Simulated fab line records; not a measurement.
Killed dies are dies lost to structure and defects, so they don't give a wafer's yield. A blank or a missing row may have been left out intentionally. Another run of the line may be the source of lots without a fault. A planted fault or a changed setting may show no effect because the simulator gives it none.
fab line records	flow n5Finfet
record: lots: 7	wafers: 19	lastDay: 17
route steps=1938 shown BEOL_M9@1407 PASSIVATION@1936
lots with no fault: from the same line, run without faults
startH: start of the lot's first displayed wafer, in hours after the record's first day	waitH: time in hours since the lot's previous step	" identical to the entry in the row above	L1.1+2: a single row standing in for several wafers	- no value present, or no start provided	* or withheld: withheld	< > ~ a bound
route shown NAME@n: a module of which the file shows steps, and the number in the route of the first	usual: mean/standard deviation of fault-free wafers	same: alike in all rows	chamber/n: place in a boat	sites: each site's reading	_std_site: the standard deviation of these	_edge_site: inner sites' mean taken away from outer sites' mean	radiusMm: how far each site lies from the wafer's centre	mask NAME#n: copy n	behind: the last tool/chamber to shape the wafer	hold: why the lot went on hold/how many hours it stayed there/how the hold came to an end	device: names the non-switching transistor (n, p or np)	end of line: at the end of the route, the tests of the same wafers	step lacking rows: just its recipe	killed: the dies lost at the first sort to structure and to defects; this is not the yield of the wafer	map: per-die view of a wafer (x killed, . not killed, _ where there is no die)
set.NAME: the run value of the setting; set.NAME@STEP: its run value at that earlier step	model.NAME: the simulator's own value behind a step, which no gauge read
a table for each step, a row for each wafer; lots at some steps of the route
services: a tool's chamber out of use, with start hour (startH, from the record's first day; less than 0 if before it), hours out, and reason
== steps ==
step: N5_BEOL_M9_COAT_60
recipe: resist: SiARC	tempC: 220	timeS: 60	spinRpm: 1500	resistThkNm: 30
step: N5_BEOL_M9_COAT_05
recipe: resist: CAR-ArF	spinRpm: 1500	resistThkNm: 90
step: N5_BEOL_M9_EBR_07
recipe: solvent: PGMEA	ebrWidthMm: 1.5
step: N5_BEOL_M9_SOFTBAKE_06
recipe: tempC: 110	timeS: 60	resist: CAR-ArF
step: N5_BEOL_M9_EXPOSE_08
recipe: maskId: M9	na: 1.35	sourceShape: dipole	sigmaInner: 0.411	sigmaOuter: 0.611	polarization: te	doseMj: 53.75
step: N5_BEOL_M9_PEB_09
recipe: pebTempC: withheld	pebTimeS: 60	resist: CAR-ArF
step: N5_BEOL_M9_DEVELOP_10
recipe: developTimeS: 30	developer: TMAH	resist: CAR-ArF	rinseLiquid: diw	dry: airSpin	devTempC: 23
step: N5_BEOL_M9_CD_MEAS_11
recipe: targetCdNm: 64.1	landingEnergyEv: 500	detector: seInlens	polarity: opening
usual: cdNm: 64.1/0.46
lot.wafer	tool	chamber	startH	waitH	cdNm
L235.1	cdSem-02	0	222.36	-	64.4
L235.2	"	0	"	"	64.4
L235.5	"	0	"	"	63.6
L239.3	cdSem-02	0	254.82	-	64.4
L239.4	"	0	"	"	64.1
L239.5	"	0	"	"	64.2
L241.1	cdSem-01	0	266.27	-	63.9
L241.6	"	0	"	"	63.6
L244.1	cdSem-01	0	280.04	-	63.8
L244.4	"	0	"	"	63.5
L244.5	"	0	"	"	63.5
L248.1	cdSem-03	0	296.53	-	63.9
L248.6	"	0	"	"	64.8
L250.4	cdSem-03	0	305.84	-	64.6
L250.5	"	0	"	"	64.8
L250.6	"	0	"	"	64.1
L254.3	cdSem-02	0	352.58	-	63.9
L254.5	"	0	"	"	64.2
L254.6	"	0	"	"	64.3
step: N5_BEOL_M9_OVL_MEAS_12
recipe: pointsPerWafer: 44
usual: M9_OVL: 0.2/0.71
lot.wafer	tool	chamber	startH	waitH	M9_OVL[nm]
L235.1	overlay-01	0	222.39	0.0	0.2
L235.2	"	0	"	"	0.8
L235.5	"	0	"	"	-0.7
L239.3	overlay-01	0	254.84	0.0	-1.2
L239.4	"	0	"	"	-0.8
L239.5	"	0	"	"	-0.2
L241.1	overlay-01	0	266.30	0.0	0.6
L241.6	"	0	"	"	0.0
L244.1	overlay-02	0	280.07	0.0	-1.2
L244.4	"	0	"	"	-0.3
L244.5	"	0	"	"	0.5
L248.1	overlay-01	0	296.56	0.0	0.8
L248.6	"	0	"	"	1.1
L250.4	overlay-01	0	305.86	0.0	1.0
L250.5	"	0	"	"	0.9
L250.6	"	0	"	"	2.0
L254.3	overlay-02	0	352.61	0.0	0.2
L254.5	"	0	"	"	-0.6
L254.6	"	0	"	"	1.0
step: N5_BEOL_M9_INSPECT_13
recipe: mode: adi	inspectInstrument: brightfield
usual: rawDefectCount: 411/100
lot.wafer	tool	chamber	startH	waitH	rawDefectCount
L235.1	defectInspect-01	-	222.41	0.0	409
L235.2	"	-	"	"	514
L235.5	"	-	"	"	453
L239.3	defectInspect-02	-	254.87	0.0	348
L239.4	"	-	"	"	418
L239.5	"	-	"	"	397
L241.1	defectInspect-01	-	266.32	0.0	473
L241.6	"	-	"	"	471
L244.1	defectInspect-01	-	280.10	0.0	366
L244.4	"	-	"	"	379
L244.5	"	-	"	"	345
L248.1	defectInspect-01	-	296.58	0.0	314
L248.6	"	-	"	"	245
L250.4	defectInspect-02	-	305.89	0.0	463
L250.5	"	-	"	"	400
L250.6	"	-	"	"	439
L254.3	defectInspect-02	-	352.63	0.0	596
L254.5	"	-	"	"	477
L254.6	"	-	"	"	573
step: N5_BEOL_M9_DESCUM_16
recipe: chemistry: O2	timeS: 7.9	sourcePowerW: 50	biasPowerW: 20	pressureMtorr: 20	rfFrequencyHz: 2.712e+07	tempC: 40	resist: CAR-ArF	o2FlowSccm: 225
usual: drypumpMotorCurrentA: 5.90/0.3	oesProductAu: 0.82/0.087	rfVppV: 243.3/1	showerheadPlenumPTorr: 2.10/0.046	throttleValvePct: 20.39/0.26
same: timeS: 7.9
lot.wafer	tool	chamber	startH	waitH	drypumpMotorCurrentA	oesProductAu	rfHoursCounterH	rfVppV	showerheadPlenumPTorr	throttleValvePct
L235.1	rieDiel-05	1	222.49	0.1	5.88	0.87	49	242.4	2.12	20.04
L235.2	"	3	"	"	6.03	0.70	234	243.8	2.16	20.46
L235.5	"	3	"	"	6.03	0.69	-	244.5	2.16	20.47
L239.3	rieDiel-01	1	255.05	0.2	5.91	0.99	1	241.8	2.05	20.11
L239.4	"	2	"	"	5.49	0.66	239	244.0	2.15	20.78
L239.5	"	3	"	"	5.77	0.77	-	241.4	2.01	20.70
L241.1	rieDiel-01	2	266.76	0.4	5.49	0.66	243	245.0	2.15	20.79
L241.6	"	0	"	"	6.32	0.93	-	242.9	2.14	20.01
L244.1	rieDiel-01	3	280.24	0.1	5.78	0.76	146	243.1	2.01	20.73
L244.4	"	1	"	"	5.93	0.95	8	243.7	2.05	20.12
L244.5	"	3	"	"	5.77	0.77	-	240.5	2.01	20.71
L248.1	rieDiel-01	0	296.80	0.2	6.31	0.90	26	243.1	2.14	20.02
L248.6	"	0	"	"	6.31	0.91	-	244.5	2.14	20.02
L250.4	rieDiel-05	2	305.95	0.1	5.47	0.79	100	241.8	2.11	20.43
L250.5	"	0	"	"	6.08	0.82	-	243.9	2.12	20.65
L250.6	"	3	"	"	6.02	0.96	-	244.0	2.15	20.12
L254.3	rieDiel-01	2	352.67	0.0	5.50	0.96	13	243.4	2.14	20.42
L254.5	"	2	"	"	5.48	0.94	-	243.9	2.14	20.40
L254.6	"	3	"	"	5.78	0.75	-	242.4	2.00	20.74
step: N5_BEOL_M9_ETCH_61
recipe: chemistry: CF4	target: SiARC	targetDepthA: 390	maskMaterial: CAR-ArF	timeS: 65	ionEnergyEv: 80	pressureMtorr: 40	sourceW: 545	biasW: 36	Ar_flow_sccm: 100	cf4FlowSccm: 100	ends: cleared
usual: cf4FlowSccm: 99.94/0.28	drypumpMotorCurrentA: 5.9/0.3	etchRfOnTimeS: 64.5/0.93	mfcArSccm: 100.0/0.31	oesProductAu: 0.70/0.075	rfVppV: 184.1/0.95	showerheadPlenumPTorr: 2.15/0.041	throttleValvePct: 15.55/0.27
lot.wafer	tool	chamber	startH	waitH	cf4FlowSccm	drypumpMotorCurrentA	etchRfOnTimeS	mfcArSccm	oesProductAu	rfHoursCounterH	rfVppV	showerheadPlenumPTorr	throttleValvePct
L235.1	rieDiel-05	1	222.52	0.0	99.91	5.9	66.0	99.6	0.74	49	184.4	2.18	15.26
L235.2	"	3	"	"	99.78	6.0	65.9	100.2	0.59	234	184.4	2.19	15.65
L235.5	"	3	"	"	99.48	6.0	66.0	100.0	0.59	-	184.0	2.19	15.65
L239.3	rieDiel-01	1	255.09	0.0	99.76	5.9	65.0	99.8	0.84	1	184.3	2.11	15.28
L239.4	"	2	"	"	99.97	5.5	65.3	99.8	0.57	239	184.5	2.20	16.00
L239.5	"	3	"	"	99.84	5.8	65.3	99.5	0.66	-	184.2	2.06	15.86
L241.1	rieDiel-01	2	266.79	0.0	100.18	5.5	65.1	99.6	0.57	243	185.9	2.20	16.01
L241.6	"	0	"	"	100.05	6.3	64.7	99.8	0.80	-	186.7	2.19	15.14
L244.1	rieDiel-01	3	280.27	0.0	100.21	5.8	65.3	100.3	0.66	146	182.3	2.06	15.91
L244.4	"	1	"	"	99.74	5.9	65.5	99.9	0.80	8	183.4	2.11	15.29
L244.5	"	3	"	"	100.23	5.8	65.6	100.5	0.65	-	181.9	2.06	15.89
L248.1	rieDiel-01	0	296.83	0.0	99.80	6.3	64.4	100.1	0.78	26	186.1	2.18	15.16
L248.6	"	0	"	"	100.11	6.3	64.1	100.5	0.79	-	185.7	2.18	15.17
L250.4	rieDiel-05	2	305.98	0.0	100.26	5.5	65.3	100.2	0.67	100	183.4	2.15	15.52
L250.5	"	0	"	"	100.25	6.1	63.7	99.3	0.70	-	183.7	2.17	15.74
L250.6	"	3	"	"	99.87	6.0	64.1	100.5	0.82	-	184.8	2.19	15.19
L254.3	rieDiel-01	2	352.70	0.0	99.94	5.5	63.8	100.1	0.82	13	184.7	2.19	15.55
L254.5	"	2	"	"	99.94	5.5	63.6	100.3	0.82	-	184.9	2.19	15.53
L254.6	"	3	"	"	99.85	5.8	63.9	99.6	0.65	-	181.4	2.05	15.95
step: N5_BEOL_M9_ETCH_62
recipe: chemistry: N2/H2	target: SOC	targetDepthA: 1100	overetchA: 220	maskMaterial: SiARC	tempC: 40	timeS: 165	ionEnergyEv: 200	pressureMtorr: 30	sourceW: 840	biasW: 150	n2FlowSccm: 200	h2FlowSccm: 200
usual: drypumpMotorCurrentA: 5.9/0.3	oesProductAu: 0.69/0.072	rfVppV: 524.2/1.6	showerheadPlenumPTorr: 2.56/0.052	throttleValvePct: 17.77/0.29
same: timeS: 165
lot.wafer	tool	chamber	startH	waitH	drypumpMotorCurrentA	oesProductAu	rfHoursCounterH	rfVppV	showerheadPlenumPTorr	throttleValvePct	model.SiARC_of_BEOL_M9_COAT_60.thkNm	model.BEOL_M9.cdOffsetNm
L235.1	rieDiel-05	1	222.57	0.0	5.9	0.73	49	525.2	2.58	17.40	23.6	-0.6
L235.2	"	3	"	"	6.0	0.59	234	524.9	2.62	17.90	23.6	-0.2
L235.5	"	3	"	"	6.0	0.59	-	525.7	2.62	17.93	23.6	-1
L239.3	rieDiel-01	1	255.14	0.0	5.9	0.83	1	521.8	2.50	17.44	23.4	0.2
L239.4	"	2	"	"	5.5	0.56	239	525.7	2.61	18.21	23.4	0
L239.5	"	3	"	"	5.8	0.66	-	519.7	2.45	18.14	23.4	0
L241.1	rieDiel-01	2	266.84	0.0	5.5	0.57	243	525.1	2.61	18.23	21.4	0.4
L241.6	"	0	"	"	6.3	0.79	-	526.5	2.59	17.32	23.6	-0.2
L244.1	rieDiel-01	3	280.32	0.0	5.8	0.65	146	521.8	2.44	18.14	21.4	0.4
L244.4	"	1	"	"	5.9	0.80	8	521.7	2.50	17.47	23.6	-1
L244.5	"	3	"	"	5.8	0.66	-	522.0	2.44	18.15	23.4	-1.2
L248.1	rieDiel-01	0	296.88	0.0	6.3	0.77	26	525.0	2.59	17.34	21.4	0.8
L248.6	"	0	"	"	6.3	0.77	-	527.6	2.59	17.33	23.4	0.4
L250.4	rieDiel-05	2	306.03	0.0	5.5	0.66	100	526.0	2.57	17.80	23.6	0.6
L250.5	"	0	"	"	6.1	0.69	-	525.0	2.57	17.98	23.4	0.6
L250.6	"	3	"	"	6.0	0.80	-	525.9	2.62	17.51	23.6	0.2
L254.3	rieDiel-01	2	352.75	0.0	5.5	0.80	13	524.5	2.60	17.80	23.2	-0.6
L254.5	"	2	"	"	5.5	0.80	-	524.3	2.60	17.78	23.4	0.2
L254.6	"	3	"	"	5.8	0.64	-	522.9	2.43	18.17	23.4	0
step: N5_BEOL_M9_STRIP_68
recipe: chemistry: N2/H2	tempC: 40	n2FlowSccm: 200	h2FlowSccm: 200	rfFrequencyHz: 6e+07
step: N5_BEOL_M9_STRIP_67
recipe: chemistry: CF4	resist: SiARC	powerW: 300	biasPowerW: 75	pressureMtorr: 50	cf4FlowSccm: 150	rfFrequencyHz: 6e+07
usual: cf4FlowSccm: 150.0/0.49	drypumpMotorCurrentA: 5.9/0.3	oesProductAu: 0.82/0.085	powerW: 300.0/1.1	rfVppV: 271.4/1.2	showerheadPlenumPTorr: 1.80/0.032	throttleValvePct: 13.52/0.28
lot.wafer	tool	chamber	startH	waitH	cf4FlowSccm	drypumpMotorCurrentA	oesProductAu	powerW	rfHoursCounterH	rfVppV	showerheadPlenumPTorr	throttleValvePct
L235.1	rieDiel-05	1	222.72	0.0	149.8	5.9	0.86	301.0	49	272.6	1.82	13.23
L235.2	"	3	"	"	150.6	6.0	0.70	300.7	234	273.1	1.83	13.63
L235.5	"	3	"	"	150.3	6.0	0.69	300.7	-	270.2	1.83	13.64
L239.3	rieDiel-01	1	255.29	0.0	149.8	5.9	0.98	299.0	1	271.2	1.77	13.24
L239.4	"	2	"	"	149.1	5.5	0.68	302.2	239	271.9	1.85	14.02
L239.5	"	3	"	"	149.4	5.8	0.77	300.5	-	269.5	1.74	13.85
L241.1	rieDiel-01	2	266.99	0.0	150.0	5.5	0.66	299.4	243	272.7	1.85	14.03
L241.6	"	0	"	"	150.2	6.3	0.93	302.5	-	273.1	1.84	13.11
L244.1	rieDiel-01	3	280.47	0.0	149.3	5.8	0.76	300.0	146	270.9	1.73	13.88
L244.4	"	1	"	"	150.2	5.9	0.94	300.5	8	271.1	1.77	13.25
L244.5	"	3	"	"	150.2	5.8	0.76	301.4	-	270.6	1.73	13.89
L248.1	rieDiel-01	0	297.03	0.0	149.7	6.3	0.90	301.7	27	272.0	1.83	13.13
L248.6	"	0	"	"	150.0	6.3	0.90	300.8	-	272.5	1.83	13.13
L250.4	rieDiel-05	2	306.18	0.0	149.0	5.5	0.79	298.7	100	273.0	1.80	13.49
L250.5	"	0	"	"	150.0	6.1	0.81	297.8	-	274.1	1.81	13.68
L250.6	"	3	"	"	148.9	6.0	0.94	300.5	-	272.4	1.83	13.12
L254.3	rieDiel-01	2	352.90	0.0	150.1	5.5	0.96	298.5	13	271.9	1.84	13.50
L254.5	"	2	"	"	149.8	5.5	0.95	298.9	-	271.7	1.84	13.50
L254.6	"	3	"	"	148.9	5.8	0.75	301.2	-	268.9	1.73	13.93
step: N5_BEOL_M9_HM_OPEN_17
recipe: chemistry: Cl2/BCl3	targetDepthA: 200	overetchA: 60	target: TiN	maskMaterial: SOC	ionEnergyEv: 150	pressureMtorr: 10	icpW: 1000	biasW: 126	Cl2_flow_sccm: 53.25	bcl3FlowSccm: 21.75	Ar_flow_sccm: 25
usual: drypumpMotorCurrentA: 5.6/0.6	mfcArSccm: 24.99/0.071	oesProductAu: 0.67/0.084	throttleValvePct: 21.96/0.15
lot.wafer	tool	chamber	startH	waitH	drypumpMotorCurrentA	mfcArSccm	oesProductAu	rfHoursCounterH	throttleValvePct	model.BEOL_M9.cdOffsetNm
L235.1	rieMetal-03	1	222.76	0.0	6.1	24.97	0.82	3	22.18	-0.6
L235.2	"	1	"	"	6.2	24.95	0.81	-	22.17	0
L235.5	"	1	"	"	6.1	24.93	0.81	-	22.18	-1
L239.3	rieMetal-01	1	255.39	0.1	5.2	25.09	0.67	-	21.82	0
L239.4	"	1	"	"	5.2	25.08	0.67	-	21.82	0
L239.5	"	1	"	"	5.2	24.98	0.66	-	21.83	0
L241.1	rieMetal-02	0	267.03	0.0	4.8	25.10	0.66	44	21.99	0.6
L241.6	"	1	"	"	6.0	25.06	0.75	-	21.97	-0.2
L244.1	rieMetal-02	0	280.52	0.0	4.8	24.84	0.66	45	22.00	0.4
L244.4	"	1	"	"	6.0	25.08	0.74	-	21.98	-1
L244.5	"	1	"	"	6.0	25.03	0.75	-	21.97	-1.2
L248.1	rieMetal-02	0	297.07	0.0	4.8	25.07	0.66	46	21.99	0.8
L248.6	"	1	"	"	6.0	25.01	0.74	-	21.98	0.4
L250.4	rieMetal-01	1	306.25	0.1	5.2	25.00	0.66	-	21.83	0.6
L250.5	"	1	"	"	5.2	25.04	0.66	-	21.85	0.8
L250.6	"	0	"	"	6.5	25.05	0.53	-	22.14	0.2
L254.3	rieMetal-02	0	352.97	0.1	4.8	24.91	0.65	-	22.02	-0.6
L254.5	"	0	"	"	4.8	24.78	0.65	-	22.01	0.2
L254.6	"	1	"	"	6.0	24.95	0.72	-	21.98	0
step: N5_BEOL_M9_STRIP_19
recipe: chemistry: O2	powerW: 400	tempC: 40	pressureMtorr: 30	rfFrequencyHz: 6e+07	biasPowerW: 0	overashFraction: 0.2	o2FlowSccm: 225
usual: drypumpMotorCurrentA: 5.9/0.31	oesProductAu: 0.80/0.09	rfVppV: 3.7/0.52	showerheadPlenumPTorr: 2.10/0.045	throttleValvePct: 16.64/0.24
lot.wafer	tool	chamber	startH	waitH	drypumpMotorCurrentA	oesProductAu	rfHoursCounterH	rfVppV	showerheadPlenumPTorr	throttleValvePct
L235.1	rieDiel-02	3	222.96	0.2	5.6	0.74	160	3.8	2.09	16.47
L235.2	"	1	"	"	6.4	0.73	188	4.0	2.08	16.92
L235.5	"	3	"	"	5.6	0.74	-	4.0	2.09	16.47
L239.3	rieDiel-02	1	255.53	0.1	6.3	0.72	198	4.4	2.07	16.94
L239.4	"	3	"	"	5.7	0.73	169	3.8	2.09	16.50
L239.5	"	0	"	"	5.5	0.79	-	3.8	2.10	16.60
L241.1	rieDiel-01	1	267.14	0.1	5.9	0.96	4	3.8	2.05	16.29
L241.6	"	2	"	"	5.5	0.66	-	5.1	2.15	17.06
L244.1	rieDiel-02	1	280.74	0.2	6.4	0.71	205	3.4	2.07	16.94
L244.4	"	2	"	"	6.3	0.89	38	3.7	2.13	16.69
L244.5	"	0	"	"	5.4	0.78	-	3.9	2.10	16.64
L248.1	rieDiel-01	3	297.18	0.1	5.8	0.76	152	3.2	2.01	16.93
L248.6	"	3	"	"	5.8	0.76	-	3.7	2.01	16.95
L250.4	rieDiel-05	3	306.33	0.1	6.0	0.94	3	3.7	2.15	16.35
L250.5	"	2	"	"	5.5	0.78	-	2.8	2.12	16.63
L250.6	"	1	"	"	5.9	0.82	-	3.5	2.12	16.35
L254.3	rieDiel-01	2	353.05	0.1	5.5	0.95	13	3.6	2.15	16.59
L254.5	"	1	"	"	5.9	0.89	-	4.7	2.04	16.37
L254.6	"	2	"	"	5.5	0.96	-	4.0	2.15	16.62
step: N5_PASSIVATION_PROBE_49
usual: defectLimitedYield: 91.4/1.6	killed_at_M0_to_M3: 34/12	killed_at_M4_up: 13/5.2	killedAtContacts: 11/5.5	killedAtFrontEnd: 40/13	killedAtOther: 3.4/2.7	killedDies: 102/19	killedOpen: 66/15	killedShort: 33/7.9	sort_bin_5_function: 5.1/1.1	sort_bin_6_memory: 3.2/0.7	sortNPass: 1078/19	sortYieldPct: 91.4/1.6
same: grossDies: 1180	killedAtBackSide: 0	sort_bin_4_leakage[%]: 0	sort_bin_8_speed[%]: 0
lot.wafer	tool	chamber	startH	waitH	defectLimitedYield[%]	killed_at_M0_to_M3	killed_at_M4_up	killedAtContacts	killedAtFrontEnd	killedAtOther	killedDies	killedOpen	killedShort	sort_bin_5_function[%]	sort_bin_6_memory[%]	sortNPass	sortYieldPct[%]
L235.1	prober-01	-	281.88	0.0	91.9	39	5	22	27	2	95	66	28	5.3	2.5	1085	91.9
L235.2	prober-01	-	281.93	0.1	95.3	20	9	5	18	4	56	37	19	2.4	2.2	1124	95.3
L235.5	prober-01	-	282.08	0.2	92.5	29	7	26	25	1	88	66	22	4.7	2.7	1092	92.5
L239.3	prober-01	-	320.04	0.1	91.2	30	13	5	54	2	104	64	35	5.3	3.1	1076	91.2
L239.4	prober-01	-	320.09	0.2	90.7	47	13	10	40	0	110	68	37	6.2	3.1	1070	90.7
L239.5	prober-01	-	320.14	0.2	92.3	29	13	1	46	2	91	58	30	5.2	2.2	1089	92.3
L244.1	prober-01	-	357.07	0.0	91.5	18	10	5	67	0	100	71	27	5.3	2.9	1080	91.5
L244.4	prober-01	-	357.22	0.2	92.2	35	16	4	35	2	92	66	24	4.5	3.1	1088	92.2
L244.5	prober-01	-	357.27	0.2	90.2	35	8	10	55	8	116	78	36	5.3	4.3	1064	90.2
L248.1	prober-02	-	371.78	0.0	92.2	30	4	22	35	1	92	64	26	4.7	3.0	1088	92.2
L248.6	prober-02	-	372.03	0.3	92.6	25	11	15	32	4	87	49	36	3.6	3.2	1093	92.6
L250.4	prober-02	-	382.23	0.2	93.1	15	14	20	33	0	82	52	30	4.0	2.5	1098	93.1
L250.5	prober-02	-	382.28	0.2	91.6	22	11	24	42	0	99	60	39	4.5	3.7	1081	91.6
L250.6	prober-02	-	382.33	0.3	93.7	17	12	5	38	2	74	55	18	3.5	2.7	1106	93.7
L254.3	prober-01	-	417.76	0.1	93.5	22	4	11	36	4	77	54	22	3.9	2.1	1103	93.5
killed by level:class
L235.1 MOL_CONTACT_COAG:geometricParticle:open=19 BEOL_M1:geometricParticle:open=9 BEOL_M3:geometricParticle:open=8 STI_FIN_REVEAL:geometricParticle:open=6 BEOL_M2:geometricParticle:short=5 STARTING-WAFER:geometricParticle:open=5 BEOL_M0_SAQP:geometricParticle:open=4 BEOL_M2:geometricParticle:open=4
L235.2 BEOL_M0_SAQP:geometricParticle:open=6 BEOL_M3:geometricParticle:open=6 MOL_CONTACT_COAG:geometricParticle:open=5 STI_FIN_REVEAL:geometricParticle:open=4 DUMMY_GATE:geometricParticle:open=4 BEOL_M0_SAQP:geometricParticle:short=4 BEOL_M5:geometricParticle:open=3 STARTING-WAFER:geometricParticle:open=3
L235.5 MOL_CONTACT_COAG:geometricParticle:open=22 STI_FIN_REVEAL:geometricParticle:open=9 BEOL_M2:geometricParticle:open=6 BEOL_M3:geometricParticle:open=6 BEOL_M0_SAQP:geometricParticle:short=5 STARTING-WAFER:geometricParticle:open=5 MOL_CONTACT_COAG:geometricParticle:short=4 BEOL_M0_SAQP:geometricParticle:open=4
L239.3 GATE_CUT:geometricParticle:short=10 BEOL_M0_SAQP:geometricParticle:short=10 FIN_SAQP:geometricParticle:short=7 DUMMY_GATE:geometricParticle:open=7 BEOL_M0_SAQP:geometricParticle:open=7 BEOL_M1:geometricParticle:open=7 STI_FIN_REVEAL:geometricParticle:open=6 ILD0:geometricParticle:open=5
L239.4 BEOL_M0_SAQP:geometricParticle:short=16 BEOL_M0_SAQP:geometricParticle:open=10 BEOL_M1:geometricParticle:open=10 MOL_CONTACT_COAG:geometricParticle:open=9 FIN_SAQP:geometricParticle:short=7 DUMMY_GATE:geometricParticle:open=7 GATE_CUT:geometricParticle:open=7 BEOL_M13:coatMicrobubblePrinted=5
L239.5 BEOL_M1:geometricParticle:open=11 DUMMY_GATE:geometricParticle:open=9 STARTING-WAFER:geometricParticle:open=7 FIN_SAQP:geometricParticle:short=6 BEOL_M0_SAQP:geometricParticle:open=6 STI_FIN_REVEAL:geometricParticle:open=5 BEOL_M0_SAQP:geometricParticle:short=5 STI_FIN_REVEAL:geometricParticle:short=4
L244.1 FIN_SAQP:geometricParticle:open=17 STI_FIN_REVEAL:geometricParticle:open=13 DUMMY_GATE:geometricParticle:open=10 BEOL_M3:geometricParticle:open=7 BEOL_M2:geometricParticle:open=6 FIN_SAQP:geometricParticle:short=5 BEOL_M4:geometricParticle:open=5 DUMMY_GATE:geometricParticle:short=4
L244.4 BEOL_M2:geometricParticle:open=10 BEOL_M1:geometricParticle:open=9 STI_FIN_REVEAL:geometricParticle:open=8 BEOL_M0_SAQP:geometricParticle:open=8 BEOL_M4:geometricParticle:open=7 FIN_SAQP:geometricParticle:open=6 FIN_SAQP:geometricParticle:short=4 DUMMY_GATE:geometricParticle:open=4
L244.5 STI_FIN_REVEAL:geometricParticle:open=22 BEOL_M2:geometricParticle:open=11 DUMMY_GATE:geometricParticle:open=10 MOL_CONTACT_COAG:geometricParticle:open=7 BEOL_M3:geometricParticle:open=7 FIN_SAQP:geometricParticle:open=5 FIN_SAQP:geometricParticle:short=4 BEOL_M0_SAQP:geometricParticle:short=4
L248.1 MOL_CONTACT_COAG:geometricParticle:open=19 BEOL_M0_SAQP:geometricParticle:open=10 BEOL_M0_SAQP:geometricParticle:short=9 FIN_SAQP:geometricParticle:open=8 FIN_SAQP:geometricParticle:short=7 STI_FIN_REVEAL:geometricParticle:open=5 STARTING-WAFER:geometricParticle:open=5 STARTING-WAFER:geometricParticle:short=4
L248.6 MOL_CONTACT_COAG:geometricParticle:open=11 FIN_SAQP:geometricParticle:short=6 DUMMY_GATE:geometricParticle:open=6 BEOL_M1:geometricParticle:short=6 MOL_CONTACT_COAG:geometricParticle:short=4 BEOL_M3:geometricParticle:open=4 BEOL_M6:geometricParticle:open=4 FIN_SAQP:geometricParticle:open=3
L250.4 MOL_CONTACT_COAG:geometricParticle:open=15 FIN_SAQP:geometricParticle:open=9 FIN_SAQP:geometricParticle:short=8 STI_FIN_REVEAL:geometricParticle:open=6 MOL_CONTACT_COAG:geometricParticle:short=5 BEOL_M0_SAQP:geometricParticle:short=5 BEOL_M0_SAQP:geometricParticle:open=5 STARTING-WAFER:geometricParticle:short=4
L250.5 MOL_CONTACT_COAG:geometricParticle:open=19 FIN_SAQP:geometricParticle:short=13 STI_FIN_REVEAL:geometricParticle:open=6 FIN_SAQP:geometricParticle:open=5 MOL_CONTACT_COAG:geometricParticle:short=5 BEOL_M0_SAQP:geometricParticle:open=5 STARTING-WAFER:geometricParticle:short=5 BEOL_M0_SAQP:geometricParticle:short=4
L250.6 FIN_SAQP:geometricParticle:open=15 FIN_SAQP:geometricParticle:short=8 BEOL_M0_SAQP:geometricParticle:open=8 MOL_CONTACT_COAG:geometricParticle:open=5 BEOL_M3:geometricParticle:open=4 DUMMY_GATE:geometricParticle:open=3 STARTING-WAFER:geometricParticle:open=3 BEOL_M0_SAQP:geometricParticle:short=3
L254.3 STI_FIN_REVEAL:geometricParticle:open=10 BEOL_M2:geometricParticle:open=10 MOL_CONTACT_COAG:geometricParticle:open=10 GATE_CUT:geometricParticle:open=5 FIN_SAQP:geometricParticle:short=5 FIN_SAQP:geometricParticle:open=4 PASS1_CAP:geometricParticle:short=3 GATE_CUT:geometricParticle:short=3
== services ==
tool	chamber	startH	hours	kind
rieMetal-02	-	205.59	28.1	pm
rieDiel-05	1	210.89	6.7	repair
rieMetal-03	-	230.48	1.4	pm
rieMetal-02	-	233.69	2.8	pm
rieDiel-01	1	233.89	-	clean
rieDiel-01	1	233.89	-	consumableReplace:focusRing
rieDiel-01	1	233.89	18.3	scheduledDown
rieDiel-01	1	233.89	18.3	ventCycle
rieMetal-02	0	249.11	16.4	repair
rieMetal-01	0	249.94	7.1	repair
rieDiel-02	-	275.29	0.6	repair
rieDiel-05	3	281.88	-	clean
rieMetal-03	0	285.62	1.4	repair
rieDiel-01	2	290.98	-	clean
rieDiel-01	2	290.98	-	consumableReplace:focusRing
rieDiel-01	2	290.98	20.7	scheduledDown
rieDiel-01	2	290.98	20.7	ventCycle
rieMetal-03	-	296.71	2.8	pm
rieDiel-02	-	303.01	0.5	repair
rieMetal-01	-	307.96	1.4	pm
rieDiel-01	0	311.36	5.4	repair
rieMetal-03	1	329.18	5.2	repair
rieDiel-01	-	338.55	0.3	repair
rieMetal-01	-	343.31	8.0	repair
== key ==
firstSign none at tools or gauges
modelEffect: step: N5_BEOL_M9_ETCH_62	value: SiARC_of_BEOL_M9_COAT_60.thkNm	without: 23.47	struck: 21.4
modelEffect: step: N5_BEOL_M9_HM_OPEN_17	value: BEOL_M9.cdOffsetNm	without: -0.4	struck: 0.6
metAt N5_BEOL_M9_ETCH_62
struckWafers L241.1,L244.1,L248.1
onsetBetween 255.14 266.84
fault: kind: processParameterDrift	tool: rieDiel-01	chamber: -	onsetH: 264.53	steps: N5_BEOL_M9_ETCH_62	channel: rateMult	offset: 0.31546	shape: step	endH: 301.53	scope: struckWafersOnly
